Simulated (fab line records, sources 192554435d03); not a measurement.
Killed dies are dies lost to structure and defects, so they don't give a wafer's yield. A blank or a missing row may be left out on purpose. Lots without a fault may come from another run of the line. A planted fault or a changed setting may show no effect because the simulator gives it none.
Split-lot experiment | flow n5_finfet | 7 lots, 39 wafers read, on a route of 1938 steps

THE SPLIT
At N5_BEOL_M2_DESCUM_16 (chemistry O2, time 7 s), the setting time_s was moved away from the recipe's 7 s on 12 of the 39 wafers read, by +37.0% to +59.7%. The other wafers ran this setting at the recipe's value.

The file shows no step between the split and the reading.

THE READING
BEOL_M2.cd_offset_nm (the simulator's own value, which no gauge read), in nm, at N5_BEOL_M2_ETCH_74 (etches underlayer in N2/H2, target depth 6.5 nm, time 5.2 s). The file gives no usual value for it. The 27 wafers here that ran the recipe average 0.1 nm, standard deviation 0.19 nm.

wafer  | tool, chamber at the split | time_s as run, s | against the recipe | BEOL_M2.cd_offset_nm, nm | against lot-mates on the recipe
L079.1 | rie_diel-04, 0,1,2,1,2     | 7                | recipe             | 0.2                      | -
L079.2 | rie_diel-04, 0,1,2,1,2     | 7                | recipe             | 0.2                      | -
L079.3 | rie_diel-04, 0,1,2,1,2     | 7                | recipe             | 0.2                      | -
L079.5 | rie_diel-04, 0,1,2,1,2     | 7                | recipe             | 0.2                      | -
L079.4 | rie_diel-04, 3             | 7                | recipe             | 0.4                      | -
L079.6 | rie_diel-04, 0,1,2,1,2     | 7                | recipe             | 0.4                      | -
L081.1 | rie_diel-04, 0,2,3         | 9.587            | +37.0%             | 0.4                      | +0.2
L081.5 | rie_diel-04, 0,2,3         | 9.587            | +37.0%             | 0.4                      | +0.2
L081.6 | rie_diel-04, 0,2,3         | 9.587            | +37.0%             | 0.4                      | +0.2
L081.2 | rie_diel-04, 3,1,2         | 7                | recipe             | 0.2                      | -
L081.3 | rie_diel-04, 3,1,2         | 7                | recipe             | 0.2                      | -
L081.4 | rie_diel-04, 3,1,2         | 7                | recipe             | 0.2                      | -
L085.1 | rie_diel-06, 3,2,0,2,3     | 7                | recipe             | 0                        | -
L085.3 | rie_diel-06, 3,2,0,2,3     | 7                | recipe             | 0                        | -
L085.5 | rie_diel-06, 3,2,0,2,3     | 7                | recipe             | 0                        | -
L085.6 | rie_diel-06, 3,2,0,2,3     | 7                | recipe             | 0                        | -
L085.2 | rie_diel-06, 1             | 7                | recipe             | 0.2                      | -
L085.4 | rie_diel-06, 3,2,0,2,3     | 7                | recipe             | 0.2                      | -
L086.1 | rie_diel-04, 2,0,3         | 11.18            | +59.7%             | 0.4                      | +0.5
L086.5 | rie_diel-04, 2,0,3         | 11.18            | +59.7%             | 0.4                      | +0.5
L086.2 | rie_diel-04, 0,3,1         | 7                | recipe             | -0.2                     | -
L086.4 | rie_diel-04, 0,3,1         | 7                | recipe             | -0.2                     | -
L086.3 | rie_diel-04, 0,3,1         | 7                | recipe             | 0                        | -
L086.6 | rie_diel-04, 2,0,3         | 11.18            | +59.7%             | 0.6                      | +0.7
L087.1 | rie_diel-06, 0,3,2         | 7                | recipe             | 0.2                      | -
L087.4 | rie_diel-06, 0,3,2         | 7                | recipe             | 0.2                      | -
L087.2 | rie_diel-06, 0,3,2         | 7                | recipe             | 0                        | -
L087.3 | rie_diel-06, 1             | 10.98            | +56.9%             | 0.6                      | +0.5
L087.5 | rie_diel-06, 3,2           | 10.98            | +56.9%             | 0.6                      | +0.5
L087.6 | rie_diel-06, 3,2           | 10.98            | +56.9%             | 0.6                      | +0.5
L091.1 | rie_diel-06, 2             | 9.651            | +37.9%             | 0.4                      | +0.6
L091.2 | rie_diel-06, 1,3,1         | 7                | recipe             | -0.4                     | -
L091.3 | rie_diel-06, 1,3,1         | 7                | recipe             | -0.2                     | -
L091.4 | rie_diel-06, 0             | 9.651            | +37.9%             | 0.2                      | +0.4
L091.5 | rie_diel-06, 0             | 9.651            | +37.9%             | 0.2                      | +0.4
L091.6 | rie_diel-06, 1,3,1         | 7                | recipe             | 0                        | -
L094.1 | rie_diel-04, 3,0,2         | 7                | recipe             | 0                        | -
L094.4 | rie_diel-04, 3,0,2         | 7                | recipe             | 0                        | -
L094.3 | rie_diel-04, 3,0,2         | 7                | recipe             | -0.2                     | -
Where a row lists several chambers, the file gives one row for several wafers and doesn't say which wafer went through which chamber.

THE FIT
A straight line over all 39 wafers: BEOL_M2.cd_offset_nm changes by +0.00774 nm for each +1% of time_s; r = +0.73; the points scatter about the line by 0.17 nm.
The same after taking each lot's own level away (the mean of its wafers on the recipe; 39 wafers): +0.00913 nm for each +1%; r = +0.89; scatter 0.11 nm.
On that fit, the largest move of time_s shifts the reading by 0.55 nm.
The lots' own levels span -0.20 to 0.27 nm, that is 2.5 times the standard deviation above.
So the lot-to-lot level blurs the effect unless lot-mates are compared.
Check: with one of the wafers moved furthest among these (+59.7%) left out of the fit, the line predicts +0.546 nm for it against its lot-mates. It came out at +0.533 nm against them.

OTHER SPLITS ON THESE WAFERS
These wafers also went through other splits before the reading. Each is held against what the fit with the lots' levels taken away leaves over:
other split on the same wafers          | wafers away from the commonest value | r with BEOL_M2.cd_offset_nm (lot level and that fit taken away)
N5_ZERO_LAYER_DEVELOP_10 develop_time_s | 15                                   | +0.12
N5_FIN_SAQP_ETCH_65 time_s              | 15                                   | +0.01
N5_SD_EPI_P_EPI_21 time_s               | 12                                   | -0.12
N5_MOL_CONTACT_COAG_PRECLEAN_111 time_s | 15                                   | -0.08
N5_MOL_CONTACT_COAG_ALD_131 ald_cycles  | 15                                   | -0.25

THE WHOLE CHAIN: every reading that the file lists as answering this split, in the file's order
step                 | what it does                                                | reading                                                                            | change (the file's fit)                 | r (the file's)
N5_BEOL_M2_DESCUM_16 | chemistry O2, time 7 s                                      | CAR-EUV_of_BEOL_M2_COAT_05.thk_nm (the simulator's own value, which no gauge read) | -0.0345 nm for each +1% of the setting  | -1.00
N5_BEOL_M2_ETCH_74   | etches underlayer in N2/H2, target depth 6.5 nm, time 5.2 s | BEOL_M2.cd_offset_nm (the simulator's own value, which no gauge read)              | +0.00911 nm for each +1% of the setting | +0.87

THE FILE'S OWN FIT
BEOL_M2.cd_offset_nm changes by +0.00911 nm for each +1% of time_s, r = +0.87.
